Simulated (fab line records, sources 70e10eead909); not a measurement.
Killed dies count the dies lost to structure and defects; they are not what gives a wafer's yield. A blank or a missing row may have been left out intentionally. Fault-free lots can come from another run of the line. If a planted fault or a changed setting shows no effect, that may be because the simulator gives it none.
Comparing a struck lot with a sound one -- flow nand-harc -- 14 steps out of a route of 1302
Sound: the wafers L368.2, L368.5, L368.6. Struck: wafer L373.4. (L373.3 of the same lot was not struck and is left out.) The cause comes at the end.
For every step that has rows: the tool of each side, followed by ch and its chambers, followed by its first start. Under that, the readings that differ: sound wafers -- struck wafers -- difference of the means -- sigmas: that difference in standard deviations of wafers without a fault.
alike: readings whose means differ by less than 2 such deviations, and words and numbers that are the same on both sides. not compared: withheld readings, readings that some wafer has no value for, bounds like >300 that may hide the same value, and numbers for which the record gives no deviation and whose values overlap.
A row with sigmas, a row that says differs or no value, or rows on one side alone: a step with any of these is where the two part. Numbers that have no deviation but don't overlap get no sigmas and don't part them. A reading that every wafer of one side lacks parts them only if that side has two wafers or more.

first, 1 step without rows for these wafers: NHARC_A_ONON_D1_DEP_09 (target thk 1000 nm).
NHARC_A_ONON_D1_THK_MEAS_11: measures by ellipsometry.
  sound on film-metro-01, day 12 08:04; struck on film-metro-02, day 14 12:37
  alike: thk-nm
then, 1 step without rows for these wafers: NHARC_A_ONON_D1_DEP_12 (target thk 1000 nm).
NHARC_A_ONON_D1_THK_MEAS_14: measures by ellipsometry.
  sound on film-metro-02, day 12 08:38; struck on film-metro-02, day 14 13:11
  alike: thk-nm
then, 2 steps without rows for these wafers: NHARC_A_ONON_D1_ANNEAL_15 (time 3600 s); NHARC_A_ONON_D1_DEP_16 (target thk 1000 nm).
NHARC_A_ONON_D1_THK_MEAS_18: measures by ellipsometry.
  sound on film-metro-01, day 12 16:45; struck on film-metro-01, day 14 20:53
  alike: thk-nm
then, 1 step without rows for these wafers: NHARC_A_ONON_D1_DEP_19 (target thk 1000 nm).
NHARC_A_ONON_D1_THK_MEAS_21: measures by ellipsometry.
  sound on film-metro-02, day 12 17:19; struck on film-metro-01, day 14 21:27
  alike: thk-nm
then, 1 step without rows for these wafers: NHARC_A_ONON_D1_DEP_22 (target thk 1000 nm).
NHARC_A_ONON_D1_THK_MEAS_24: measures by ellipsometry.
  sound on film-metro-01, day 12 17:53; struck on film-metro-01, day 14 22:01
  alike: thk-nm
NHARC_A_ONON_D1_DEP_25: target thk 1000 nm.
  sound on pecvd-onon-03 ch 0, day 12 18:00; struck on pecvd-onon-02 ch 0, day 14 22:11
NHARC_A_ONON_D1_THK_MEAS_27: measures by ellipsometry.
  sound on film-metro-01, day 12 18:27; struck on film-metro-02, day 14 22:34
reading,sound,struck,difference,sigmas
thk-nm (nm),1011 1012 1010,551,-460,-49
then, 1 step without rows for these wafers: NHARC_A_ONON_D1_DEP_28 (target thk 1000 nm).

WHERE THEY PART
Only at NHARC_A_ONON_D1_THK_MEAS_27, as far as this record shows.

WHY: whatever the simulator had introduced
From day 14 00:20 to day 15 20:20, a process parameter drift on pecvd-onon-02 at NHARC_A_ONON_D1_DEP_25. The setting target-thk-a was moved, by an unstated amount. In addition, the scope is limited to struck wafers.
